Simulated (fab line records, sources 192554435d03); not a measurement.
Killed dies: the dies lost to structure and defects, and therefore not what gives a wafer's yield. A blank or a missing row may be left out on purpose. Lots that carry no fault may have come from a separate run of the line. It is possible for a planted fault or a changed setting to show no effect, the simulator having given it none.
Struck lot and sound lot, side by side :: flow n5-finfet :: 23 steps out of a route of 1938
Sound: the wafers L551.1, L551.2, L551.4. Struck: wafers L563.2, L563.5, L563.6. The cause comes at the end.
Order at every step that has rows: each side's tool, ch and its chambers, its first start. Under that, the readings that differ: sound wafers :: struck wafers :: difference of the means :: sigmas: that difference in standard deviations of wafers without a fault.
alike: readings whose means differ by less than 2 such deviations, and words and numbers that are the same on both sides. not compared: withheld readings, readings that some wafer has no value for, bounds like >300 that may hide the same value, and numbers for which the record gives no deviation and whose values overlap.
A row with sigmas, a row that says differs or no value, or rows on one side alone: a step with any of these is where the two part. Numbers that don't overlap but have no deviation are shown without sigmas and don't part them. A reading missing from all wafers of one side parts the sides only when that side holds two or more wafers.

first, 8 steps without rows for these wafers: N5_BEOL_M1_PRE_CLEAN_60 (time 15 s); N5_BEOL_M1_CO_CAP_55 (material Co, precursor CCTBA/H2, target thk 2 nm, time 102.1 s); N5_BEOL_M1_PRE_CLEAN_56 (time 15 s); N5_BEOL_M1_DEP_57 (deposits SiCN from 3MS/NH3, target thk 8 nm, time 14 s); N5_BEOL_M2_ILD_DEP_00 (deposits SiOC from DEMS/O2, target thk 79 nm, time 15.3 s); N5_BEOL_M2_PECVD_72 (deposits SiO2 from TEOS/O2, target thk 16 nm, time 18 s); N5_BEOL_M2_HM_DEP_02 (deposits TiN, target thk 20 nm); N5_BEOL_M2_COAT_61 (time 60 s, resist thk 60 nm).
N5_BEOL_M2_COAT_62: time 60 s, resist thk 12 nm.
  sound on litho-track-02 ch 0, day 7 18:20; struck on litho-track-02 ch 0, day 10 11:40
reading: spin-speed-rpm (rpm)
sound: 1501.6 1499.4 1500.0
struck: 1626.9 1627.7 1627.4
difference: +127.0
sigmas: +99 or more

reading: model.SiARC_of_BEOL_M2_COAT_62.thk-nm (nm)
sound: 12 12 12
struck: 11.6 11.6 11.6
difference: -0.4
sigmas: 
  alike: dispense-pressure-kPa, exhaust-pa, heater-power-total-W
then, 9 steps without rows for these wafers: N5_BEOL_M2_COAT_73 (time 60 s, resist thk 5 nm); N5_BEOL_M2_COAT_05 (resist thk 30 nm); N5_BEOL_M2_EBR_07; N5_BEOL_M2_SOFTBAKE_06 (time 60 s); N5_BEOL_M2_EXPOSE_08 (exposes mask M2); N5_BEOL_M2_PEB_09 (peb time 60 s); N5_BEOL_M2_DEVELOP_10 (develop time 30 s); N5_BEOL_M2_DESCUM_16 (chemistry O2, time 7 s); N5_BEOL_M2_ETCH_74 (etches underlayer in N2/H2, target depth 6.5 nm, time 5.2 s).
N5_BEOL_M2_ETCH_63: etches SiARC in CF4, target depth 15.6 nm, time 26 s.
  sound on rie-diel-04 ch 0,1,2, day 7 18:53; struck on rie-diel-02 ch 1,2,3, day 10 12:48
reading: model.etch.depth-nm (nm)
sound: 12.06 12.03 12.02
struck: 11.56 11.55 11.55
difference: -0.48
sigmas: 
  alike: drypump-motor-current-A, etch-rf-on-time-s, oes-product-au, rf-vpp-V, showerhead-plenum-p-Torr, throttle-valve-pct
  not compared: rf-hours-counter-h
N5_BEOL_M2_ETCH_64: etches SOC in N2/H2, target depth 75 nm, overetch 22.5 nm, time 121.9 s.
  sound on rie-diel-04 ch 0,1,2, day 7 18:55; struck on rie-diel-02 ch 1,2,3, day 10 12:50
  alike: drypump-motor-current-A, n2-flow-sccm, oes-product-au, rf-vpp-V, showerhead-plenum-p-Torr, throttle-valve-pct
  not compared: rf-hours-counter-h, model.SiARC_of_BEOL_M2_COAT_62.thk-nm
then, 1 step without rows for these wafers: N5_BEOL_M2_STRIP_65 (strips in N2/H2).
N5_BEOL_M4_RC_MEAS_101:
  sound on prober-01 ch 0, day 8 20:08; struck on prober-02 ch 0, day 11 13:58
  alike: DIBL_N, DIBL_P, IOFF_N, IOFF_P, ION_N, ION_P, SS_N, SS_P, VT_N, VT_P
-- a jump in the record: the struck wafers' starts before and after are 4 days apart (it breaks off in module BEOL_M4 and resumes in module PASSIVATION, where the first step shown is number 1936 of the route) --
N5_PASSIVATION_PROBE_49:
  only the struck wafers here have rows in the record (prober-02, day 15 15:02); the sound ones have none

== WHERE THEY PART ==
Earliest at N5_BEOL_M2_COAT_62; latest, in this record, at N5_PASSIVATION_PROBE_49.

WHY: whatever the simulator had introduced
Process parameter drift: litho-track-02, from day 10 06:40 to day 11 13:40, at N5_BEOL_M2_COAT_62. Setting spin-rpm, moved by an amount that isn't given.
